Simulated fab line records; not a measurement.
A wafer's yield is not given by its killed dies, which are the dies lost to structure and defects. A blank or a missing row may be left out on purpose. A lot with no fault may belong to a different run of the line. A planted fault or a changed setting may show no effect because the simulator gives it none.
A lot that was struck, set against a sound lot    flow n5-finfet    37 steps out of a route of 1938
Sound: these wafers, L547.1, L547.2, L547.4. Wafers struck: L543.2, L543.4, L543.5. At the end, the cause is stated.
Order at every step that has rows: each side's tool, ch and its chambers, its first start. Under that, the readings that differ: sound wafers    struck wafers    difference of the means    sigmas: that difference in standard deviations of wafers without a fault.
alike: readings with means less than 2 such deviations apart, plus words and numbers identical on both sides. not compared: withheld readings, readings lacking a value on some wafer, bounds such as >300 that could conceal the same value, and numbers that have no deviation in the record and whose values overlap.
Wherever a step has rows on one side only, a row that says differs or no value, or a row with sigmas, the two part there. Numbers that don't overlap but have no deviation are shown without sigmas and don't part them. A reading that every wafer of one side lacks parts them only if that side has two wafers or more.

first, 9 steps without rows for these wafers: N5_BEOL_M4_ANNEAL_95 (time 240 s); N5_BEOL_M4_SPUTTER_96 (material Cu, target thk 4.5 nm, time 8.29 s); N5_BEOL_M4_ECD_50 (material Cu, target thk 300 nm); N5_BEOL_M4_ANNEAL_51 (time 90 s); N5_BEOL_M4_CMP_52 (polishes, stops on SiOC, t overpolish 6.8 s, target thk 40 nm); N5_BEOL_M4_PRE_CLEAN_60 (time 15 s); N5_BEOL_M4_CO_CAP_55 (material Co, precursor CCTBA/H2, target thk 2 nm, time 102.1 s); N5_BEOL_M4_PRE_CLEAN_56 (time 15 s); N5_BEOL_M4_DEP_57 (deposits SiCN from 3MS/NH3, target thk 8 nm, time 14 s).
N5_BEOL_M4_RC_MEAS_101:
  sound on prober-02 ch 0, day 13 06:28; struck on prober-01 ch 0, day 11 23:10
  alike: DIBL_N, DIBL_P, IOFF_N, IOFF_P, ION_N, ION_P, SS_N, SS_P, VT_N, VT_P
then, 24 steps without rows for these wafers: N5_BEOL_M5_ILD_DEP_00 (deposits SiCOH lowk from DEMS/porogen, target thk 140.64 nm, time 25.9 s); N5_BEOL_M5_CURE_79 (cures SiCOH lowk, time 240 s); N5_BEOL_M5_PECVD_70 (deposits SiO2 from TEOS/O2, target thk 16 nm, time 18 s); N5_BEOL_M5_HM_DEP_02 (deposits TiN, target thk 20 nm); N5_BEOL_M5_COAT_59 (time 60 s, resist thk 60 nm); N5_BEOL_M5_COAT_60 (time 60 s, resist thk 12 nm); N5_BEOL_M5_COAT_71 (time 60 s, resist thk 5 nm); N5_BEOL_M5_COAT_05 (resist thk 30 nm); N5_BEOL_M5_EBR_07; N5_BEOL_M5_SOFTBAKE_06 (time 60 s); N5_BEOL_M5_EXPOSE_08 (exposes mask M5, target cd 28 nm); N5_BEOL_M5_PEB_09 (peb time 60 s); N5_BEOL_M5_DEVELOP_10 (develop time 30 s); N5_BEOL_M5_DESCUM_16 (chemistry O2, time 7 s); N5_BEOL_M5_ETCH_72 (etches underlayer in N2/H2, target depth 6.5 nm, time 5.2 s); N5_BEOL_M5_ETCH_61 (etches SiARC in CF4, target depth 15.6 nm, time 26 s); N5_BEOL_M5_ETCH_62 (etches SOC in N2/H2, target depth 75 nm, overetch 15 nm, time 112.5 s); N5_BEOL_M5_STRIP_63 (strips in N2/H2); N5_BEOL_M5_STRIP_73 (strips in N2/H2); N5_BEOL_M5_STRIP_64 (strips in CF4); N5_BEOL_M5_HM_OPEN_17 (chemistry Cl2/BCl3, target TiN, target depth 20 nm, overetch 6 nm); N5_BEOL_M5_STRIP_19 (strips in O2); N5_BEOL_M5_COAT_65 (time 60 s, resist thk 60 nm); N5_BEOL_M5_COAT_66 (time 60 s, resist thk 12 nm).
N5_BEOL_M8_ILD_DEP_00: deposits SiCOH lowk from DEMS/porogen, target thk 179.75 nm, time 33.4 s.
  sound on pecvd-01 ch 0,1, day 14 09:10; struck on pecvd-02 ch 1,2, day 13 11:26
  no value came back on the struck wafers for any of 5 readings (chamber-pressure-Torr (Torr), heater-power-outer-w (W) and others); on the sound wafers chamber-pressure-Torr (Torr) reads 5.020 5.010 4.997
N5_BEOL_M8_OCD_MEAS_38:
  sound on ocd-02, day 14 12:43; struck on ocd-02, day 13 17:41
reading               sound           struck  difference                     sigmas
trench-depth-nm (nm)  91.4 91.9 93.1  - - -   no value on the struck wafers  
-- record jumps: 3 days separate the struck wafers' starts on either side; left off in module BEOL_M8, taken up again in module PASSIVATION, whose first shown step is the route's number 1936 --
N5_PASSIVATION_PROBE_49:
  only the struck wafers here have rows in the record (prober-01, day 16 09:01); the sound ones have none

WHERE THEY PART
First at N5_BEOL_M8_ILD_DEP_00; last, within this record, at N5_PASSIVATION_PROBE_49.

WHY: what had been put in by the simulator
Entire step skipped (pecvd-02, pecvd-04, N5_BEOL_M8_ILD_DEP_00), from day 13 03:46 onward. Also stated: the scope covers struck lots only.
